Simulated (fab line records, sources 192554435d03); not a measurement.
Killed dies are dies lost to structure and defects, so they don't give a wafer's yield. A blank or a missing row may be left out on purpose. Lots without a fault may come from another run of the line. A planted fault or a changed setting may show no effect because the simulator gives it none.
Split-lot experiment | flow n5_finfet | 7 lots, 39 wafers read, on a route of 1938 steps

THE SPLIT
At N5_FIN_SAQP_HM_DEP_03 (deposits SiNx from SiH4/NH3/N2, target thk 38 nm, time 33.6 s), the setting target_thk_a was moved away from the recipe's 380 angstrom on 12 of the 39 wafers read, by -14.2% to -7.2%. The other wafers ran this setting at the recipe's value.

FROM THE SPLIT TO THE READING: what the file shows between them, 7 steps
- N5_FIN_SAQP_THK_MEAS_05
- N5_FIN_SAQP_PECVD_47: deposits a-Si from SiH4/He, target thk 45 nm, time 36.3 s
- N5_FIN_SAQP_PECVD_48: deposits SiNx from SiH4/NH3/N2, target thk 25 nm, time 22.1 s
- N5_FIN_SAQP_MANDREL2_REMOVE_60: chemistry HBr/Cl2/O2, target a-Si, stops on SiNx, bt time 10 s
- N5_FIN_SAQP_HM_OPEN_33: chemistry CH3F/O2, target SiNx, target depth 49.4 nm, time 70.6 s
- N5_FIN_SAQP_ETCH_34: etches SiO2 in C4F6/O2, target depth 45 nm, time 15 s
- N5_FIN_SAQP_STRIP_77: strips in N2/H2, time 90 s

THE READING
SiNx_of_FIN_SAQP_HM_DEP_03.thk_nm (the simulator's own value, which no gauge read), in nm, at N5_FIN_SAQP_ETCH_64 (etches SiO2 in CF4, target depth 1.5 nm). The file gives no usual value for it. The 27 wafers here that ran the recipe average 32.5 nm, standard deviation 0.46 nm.

wafer  | tool, chamber at the split | target_thk_a as run, angstrom | against the recipe | SiNx_of_FIN_SAQP_HM_DEP_03.thk_nm, nm | against lot-mates on the recipe
L076.1 | pecvd-03, 1                | 380                           | recipe             | 32.4                                  | -
L076.4 | pecvd-03, 2                | 380                           | recipe             | 32.4                                  | -
L076.2 | pecvd-03, 2                | 326.9                         | -14.0%             | 27                                    | -5.3
L076.6 | pecvd-03, 0                | 326.9                         | -14.0%             | 27                                    | -5.3
L076.3 | pecvd-03, 0                | 380                           | recipe             | 32                                    | -
L076.5 | pecvd-03, 1                | 326.9                         | -14.0%             | 27.4                                  | -4.9
L077.1 | pecvd-04, 1                | 340                           | -10.5%             | 28.6                                  | -4.0
L077.2 | pecvd-04, 0                | 380                           | recipe             | 32.2                                  | -
L077.3 | pecvd-04, 2                | 380                           | recipe             | 32.2                                  | -
L077.4 | pecvd-04, 2                | 340                           | -10.5%             | 28.8                                  | -3.8
L077.5 | pecvd-04, 0                | 380                           | recipe             | 33.4                                  | -
L077.6 | pecvd-04, 1                | 340                           | -10.5%             | 29.4                                  | -3.2
L082.1 | pecvd-04, 1                | 380                           | recipe             | 32.2                                  | -
L082.2 | pecvd-04, 0                | 380                           | recipe             | 32                                    | -
L082.3 | pecvd-04, 2                | 326                           | -14.2%             | 27.2                                  | -5.1
L082.4 | pecvd-04, 1                | 326                           | -14.2%             | 27.4                                  | -4.9
L082.5 | pecvd-04, 0                | 326                           | -14.2%             | 27.4                                  | -4.9
L082.6 | pecvd-04, 2                | 380                           | recipe             | 32.8                                  | -
L091.1 | pecvd-04, 2                | 380                           | recipe             | 32.6                                  | -
L091.2 | pecvd-04, 0                | 380                           | recipe             | 32.2                                  | -
L091.3 | pecvd-04, 1                | 380                           | recipe             | 31.8                                  | -
L091.5 | pecvd-04, 1                | 380                           | recipe             | 31.8                                  | -
L091.4 | pecvd-04, 2                | 380                           | recipe             | 32.4                                  | -
L091.6 | pecvd-04, 0                | 380                           | recipe             | 33                                    | -
L092.1 | pecvd-03, 1                | 380                           | recipe             | 31.8                                  | -
L092.3 | pecvd-03, 0                | 380                           | recipe             | 32                                    | -
L092.5 | pecvd-03, 0                | 380                           | recipe             | 32.2                                  | -
L095.1 | pecvd-04, 1                | 380                           | recipe             | 32.6                                  | -
L095.2 | pecvd-04, 2                | 380                           | recipe             | 32.6                                  | -
L095.3 | pecvd-04, 0                | 380                           | recipe             | 33.2                                  | -
L095.5 | pecvd-04, 0                | 380                           | recipe             | 33.2                                  | -
L095.6 | pecvd-04, 2                | 380                           | recipe             | 33.2                                  | -
L095.4 | pecvd-04, 1                | 380                           | recipe             | 33                                    | -
L096.1 | pecvd-04, 0                | 380                           | recipe             | 32.8                                  | -
L096.2 | pecvd-04, 1                | 380                           | recipe             | 32.2                                  | -
L096.3 | pecvd-04, 2                | 352.7                         | -7.2%              | 29.2                                  | -3.3
L096.4 | pecvd-04, 0                | 352.7                         | -7.2%              | 30.6                                  | -1.9
L096.5 | pecvd-04, 2                | 352.7                         | -7.2%              | 30.2                                  | -2.3
L096.6 | pecvd-04, 1                | 380                           | recipe             | 32.4                                  | -

THE FIT
A straight line over all 39 wafers: SiNx_of_FIN_SAQP_HM_DEP_03.thk_nm changes by +0.363 nm for each +1% of target_thk_a; r = +0.98; the points scatter about the line by 0.46 nm.
The same after taking each lot's own level away (the mean of its wafers on the recipe; 39 wafers): +0.356 nm for each +1%; r = +0.98; scatter 0.36 nm.
On that fit, the largest move of target_thk_a shifts the reading by 5.1 nm.
The lots' own levels span 32.00 to 32.97 nm, that is 2.1 times the standard deviation above.
So the lot-to-lot level changes the slope little: the two slopes agree.
Check: with one of the wafers moved furthest among these (-14.2%) left out of the fit, the line predicts -5.05 nm for it against its lot-mates. It came out at -5.13 nm against them.

OTHER SPLITS ON THESE WAFERS
These wafers also went through other splits before the reading. Each is held against what the fit with the lots' levels taken away leaves over:
other split on the same wafers    | wafers away from the commonest value | r with SiNx_of_FIN_SAQP_HM_DEP_03.thk_nm (lot level and that fit taken away)
N5_WELL_APT_IMPLANT_31 energy_kev | 15                                   | +0.11
N5_WELL_APT_IMPLANT_32 energy_kev | 15                                   | -0.22

THE WHOLE CHAIN: every reading that the file lists as answering this split, in the file's order
step                    | what it does                                                      | reading                                                                            | change (the file's fit)               | r (the file's)
N5_FIN_SAQP_HM_DEP_03   | deposits SiNx from SiH4/NH3/N2, target thk 38 nm, time 33.6 s     | SiNx_of_FIN_SAQP_HM_DEP_03.thk_nm (the simulator's own value, which no gauge read) | +0.353 nm for each +1% of the setting | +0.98
N5_FIN_SAQP_THK_MEAS_05 |                                                                   | thk_nm                                                                             | withheld for each +1% of the setting  | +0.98
N5_FIN_SAQP_HM_OPEN_33  | chemistry CH3F/O2, target SiNx, target depth 49.4 nm, time 70.6 s | etch_rf_on_time_s                                                                  | withheld for each +1% of the setting  | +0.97
N5_FIN_SAQP_HM_OPEN_33  | chemistry CH3F/O2, target SiNx, target depth 49.4 nm, time 70.6 s | etch.depth_nm (the simulator's own value, which no gauge read)                     | +0.355 nm for each +1% of the setting | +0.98
N5_FIN_SAQP_ETCH_64     | etches SiO2 in CF4, target depth 1.5 nm                           | SiNx_of_FIN_SAQP_HM_DEP_03.thk_nm (the simulator's own value, which no gauge read) | +0.356 nm for each +1% of the setting | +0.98

THE FILE'S OWN FIT
SiNx_of_FIN_SAQP_HM_DEP_03.thk_nm changes by +0.356 nm for each +1% of target_thk_a, r = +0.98.
